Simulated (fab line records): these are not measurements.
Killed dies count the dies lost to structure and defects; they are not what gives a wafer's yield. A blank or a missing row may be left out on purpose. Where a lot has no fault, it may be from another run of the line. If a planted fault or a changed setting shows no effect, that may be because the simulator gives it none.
Lot-split experiment :: flow n5 finfet :: on a route of 1938 steps: 7 lots, 21 wafers read

== SPLIT DETAILS ==
At N5_BEOL_M14_DEP_53 (deposits SiCN from 3MS/NH3, target thk 50 nm, time 17.8 s), the setting time s was moved away from the recipe's 17.8 s on 6 of the 21 wafers read, by -11.7% to +13.1%. For the rest of the wafers, this setting stayed at what the recipe calls for.

Reading taken at the split's own step.

== THE READING ==
SiCN_of_BEOL_M14_DEP_53.thk nm (the simulator's own value, which no gauge read), in nm, at N5_BEOL_M14_DEP_53 (deposits SiCN from 3MS/NH3, target thk 50 nm, time 17.8 s). There is no usual value for it anywhere in the file. The 15 wafers here that ran the recipe average 49.9 nm, standard deviation 0.73 nm.

wafer: L075.1
tool, chamber at the split: pecvd-01, 0
time s as run, s: 20.13
against the recipe: +13.1%
SiCN_of_BEOL_M14_DEP_53.thk nm, nm: 55.4
against lot-mates on the recipe: +5.8

wafer: L075.3
tool, chamber at the split: pecvd-01, 2
time s as run, s: 17.8
against the recipe: recipe
SiCN_of_BEOL_M14_DEP_53.thk nm, nm: 49.6
against lot-mates on the recipe: -

wafer: L075.4
tool, chamber at the split: pecvd-01, 2
time s as run, s: 20.13
against the recipe: +13.1%
SiCN_of_BEOL_M14_DEP_53.thk nm, nm: 56.8
against lot-mates on the recipe: +7.2

wafer: L077.1
tool, chamber at the split: pecvd-01, 2
time s as run, s: 17.8
against the recipe: recipe
SiCN_of_BEOL_M14_DEP_53.thk nm, nm: 49.8
against lot-mates on the recipe: -

wafer: L077.2
tool, chamber at the split: pecvd-01, 1
time s as run, s: 17.8
against the recipe: recipe
SiCN_of_BEOL_M14_DEP_53.thk nm, nm: 49.4
against lot-mates on the recipe: -

wafer: L077.6
tool, chamber at the split: pecvd-01, 1
time s as run, s: 17.8
against the recipe: recipe
SiCN_of_BEOL_M14_DEP_53.thk nm, nm: 50.6
against lot-mates on the recipe: -

wafer: L083.3
tool, chamber at the split: pecvd-03, 2
time s as run, s: 16.06
against the recipe: -9.8%
SiCN_of_BEOL_M14_DEP_53.thk nm, nm: 45.6
against lot-mates on the recipe: -5.4

wafer: L083.4
tool, chamber at the split: pecvd-03, 0
time s as run, s: 17.8
against the recipe: recipe
SiCN_of_BEOL_M14_DEP_53.thk nm, nm: 50.6
against lot-mates on the recipe: -

wafer: L083.6
tool, chamber at the split: pecvd-03, 1
time s as run, s: 17.8
against the recipe: recipe
SiCN_of_BEOL_M14_DEP_53.thk nm, nm: 51.4
against lot-mates on the recipe: -

wafer: L090.1
tool, chamber at the split: pecvd-04, 2
time s as run, s: 17.8
against the recipe: recipe
SiCN_of_BEOL_M14_DEP_53.thk nm, nm: 49
against lot-mates on the recipe: -

wafer: L090.4
tool, chamber at the split: pecvd-04, 2
time s as run, s: 18.5
against the recipe: +3.9%
SiCN_of_BEOL_M14_DEP_53.thk nm, nm: 51.6
against lot-mates on the recipe: +2.5

wafer: L090.5
tool, chamber at the split: pecvd-04, 0
time s as run, s: 17.8
against the recipe: recipe
SiCN_of_BEOL_M14_DEP_53.thk nm, nm: 49.2
against lot-mates on the recipe: -

wafer: L091.1
tool, chamber at the split: pecvd-01, 0
time s as run, s: 15.72
against the recipe: -11.7%
SiCN_of_BEOL_M14_DEP_53.thk nm, nm: 44
against lot-mates on the recipe: -6.2

wafer: L091.4
tool, chamber at the split: pecvd-01, 1
time s as run, s: 17.8
against the recipe: recipe
SiCN_of_BEOL_M14_DEP_53.thk nm, nm: 50.2
against lot-mates on the recipe: -

wafer: L091.5
tool, chamber at the split: pecvd-01, 0
time s as run, s: 15.72
against the recipe: -11.7%
SiCN_of_BEOL_M14_DEP_53.thk nm, nm: 45
against lot-mates on the recipe: -5.2

wafer: L094.3
tool, chamber at the split: pecvd-03, 0
time s as run, s: 17.8
against the recipe: recipe
SiCN_of_BEOL_M14_DEP_53.thk nm, nm: 49.4
against lot-mates on the recipe: -

wafer: L094.5
tool, chamber at the split: pecvd-03, 1
time s as run, s: 17.8
against the recipe: recipe
SiCN_of_BEOL_M14_DEP_53.thk nm, nm: 50.6
against lot-mates on the recipe: -

wafer: L094.6
tool, chamber at the split: pecvd-03, 2
time s as run, s: 17.8
against the recipe: recipe
SiCN_of_BEOL_M14_DEP_53.thk nm, nm: 50.8
against lot-mates on the recipe: -

wafer: L095.2
tool, chamber at the split: pecvd-03, 2
time s as run, s: 17.8
against the recipe: recipe
SiCN_of_BEOL_M14_DEP_53.thk nm, nm: 48.8
against lot-mates on the recipe: -

wafer: L095.4
tool, chamber at the split: pecvd-03, 0
time s as run, s: 17.8
against the recipe: recipe
SiCN_of_BEOL_M14_DEP_53.thk nm, nm: 50
against lot-mates on the recipe: -

wafer: L095.6
tool, chamber at the split: pecvd-03, 1
time s as run, s: 17.8
against the recipe: recipe
SiCN_of_BEOL_M14_DEP_53.thk nm, nm: 49.4
against lot-mates on the recipe: -

THE FIT
A straight line over all 21 wafers: SiCN_of_BEOL_M14_DEP_53.thk nm changes by +0.464 nm for each +1% of time s; r = +0.97; the points scatter about the line by 0.71 nm.
The same after taking each lot's own level away (the mean of its wafers on the recipe; 21 wafers): +0.504 nm for each +1%; r = +0.99; scatter 0.51 nm.
Per that fit: largest time s move, reading shift of 6.6 nm.
Across the lots, their own levels run from 49.10 to 51.00 nm, a range of 2.6 times the standard deviation given above.
The two slopes agree, so the slope changes little with the lot-to-lot level.
Check: with one of the wafers moved furthest among these (+13.1%) left out of the fit, the line predicts +6.93 nm for it against its lot-mates. It came out at +5.8 nm against them.

== THESE WAFERS: OTHER SPLITS ==
These wafers also went through other splits before the reading. Each is held against what the fit with the lots' levels taken away leaves over:
other split on the same wafers: N5_BEOL_M14_TRENCH_ETCH_34 bias w
wafers away from the commonest value: 7
r with SiCN_of_BEOL_M14_DEP_53.thk nm (lot level and that fit taken away): +0.19

== FILE'S OWN FIT ==
SiCN_of_BEOL_M14_DEP_53.thk nm changes by +0.512 nm for each +1% of time s, r = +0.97.
